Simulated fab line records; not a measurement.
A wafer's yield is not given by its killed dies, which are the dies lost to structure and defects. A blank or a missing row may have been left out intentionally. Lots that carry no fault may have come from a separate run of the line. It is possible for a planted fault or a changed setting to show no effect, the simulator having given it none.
Split-lot study ; flow n5_finfet ; 21 wafers read across 7 lots, on a route 1938 steps long

== ON THE SPLIT ==
At N5_PASSIVATION_EXPOSE_27 (exposes mask PAD, defocus 0 nm), the setting dose_mj was moved away from the recipe's 32.3 on 10 of the 21 wafers read, by -4.0% to +7.2%. For the rest of the wafers, this setting stayed at what the recipe calls for.

== FROM THE SPLIT TO THE READING: what the file shows between them, 3 steps ==
- N5_PASSIVATION_PEB_28
- N5_PASSIVATION_DEVELOP_29: develop time 60 s
- N5_PASSIVATION_HARDBAKE_31: time 120 s

== THE READING ==
cd_nm, in nm, at N5_PASSIVATION_CD_MEAS_30 (target cd 4000 nm). A value of 3999.2 nm with a standard deviation of 2.2 nm is what fault-free wafers of this fab line usually give.

wafer;tool, chamber at the split;dose_mj as run;against the recipe;cd_nm, nm;against lot-mates on the recipe
L079.2;krf_scanner-01, 0;33.1;+2.5%;4000.4;+3.1
L079.4;krf_scanner-01, 0;32.3;recipe;3997.3;-
L079.5;krf_scanner-01, 0;33.1;+2.5%;4005.0;+7.7
L083.1;krf_scanner-02, 0;34.64;+7.2%;4012.4;+11.5
L083.3;krf_scanner-02, 0;32.3;recipe;4000.9;-
L083.5;krf_scanner-02, 0;34.64;+7.2%;4008.4;+7.5
L084.4;krf_scanner-02, 0;32.3;recipe;3997.4;-
L084.5;krf_scanner-02, 0;32.3;recipe;3998.1;-
L084.6;krf_scanner-02, 0;32.3;recipe;3995.7;-
L088.4;krf_scanner-01, 0;31.02;-4.0%;3990.6;-7.1
L088.5;krf_scanner-01, 0;32.3;recipe;3997.7;-
L088.6;krf_scanner-01, 0;31.02;-4.0%;3991.9;-5.8
L093.2;krf_scanner-02, 0;32.3;recipe;4000.1;-
L093.5;krf_scanner-02, 0;32.3;recipe;4000.4;-
L093.6;krf_scanner-02, 0;32.3;recipe;4000.4;-
L095.2;krf_scanner-02, 0;32.3;recipe;3999.0;-
L095.4;krf_scanner-02, 0;34.49;+6.8%;4009.4;+10.4
L095.6;krf_scanner-02, 0;34.49;+6.8%;4008.9;+9.9
L097.1;krf_scanner-01, 0;34.29;+6.2%;4009.7;+12.3
L097.4;krf_scanner-01, 0;34.29;+6.2%;4012.1;+14.7
L097.6;krf_scanner-01, 0;32.3;recipe;3997.4;-

FIT RESULTS
A straight line over all 21 wafers: cd_nm changes by +1.73 nm for each +1% of dose_mj; r = +0.96; the points scatter about the line by 1.8 nm.
The same after taking each lot's own level away (the mean of its wafers on the recipe; 21 wafers): +1.62 nm for each +1%; r = +0.95; scatter 1.8 nm.
The reading moves by 12 nm for the largest change in dose_mj, on that fit.
The span of the lots' own levels, 3997.07 to 4000.90 nm, comes to 1.7 times the standard deviation stated above.
The two slopes agree, so the slope changes little with the lot-to-lot level.
Check: for one of the wafers moved furthest among these (+7.2%), held out of the fit, the line's prediction against its lot-mates is +12 nm. It came out at +11.5 nm against them.

== THE OTHER SPLITS THESE WAFERS WENT THROUGH ==
These wafers also went through other splits before the reading. Each is held against what the fit with the lots' levels taken away leaves over:
other split on the same wafers;wafers away from the commonest value;r with cd_nm (lot level and that fit taken away)
N5_BEOL_M10_COAT_22 spin_rpm;8;-0.20
N5_BEOL_M11_COAT_05 spin_rpm;3;+0.41
N5_BEOL_M11_TRENCH_ETCH_37 bias_w;4;-0.29
N5_BEOL_M13_COAT_58 spin_rpm;7;+0.32
N5_BEOL_M14_DEP_53 time_s;7;-0.17
N5_BEOL_M15_TRENCH_ETCH_34 bias_w;7;+0.14

== THE FILE'S OWN FIT ==
cd_nm changes by +1.64 nm for each +1% of dose_mj, r = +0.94.
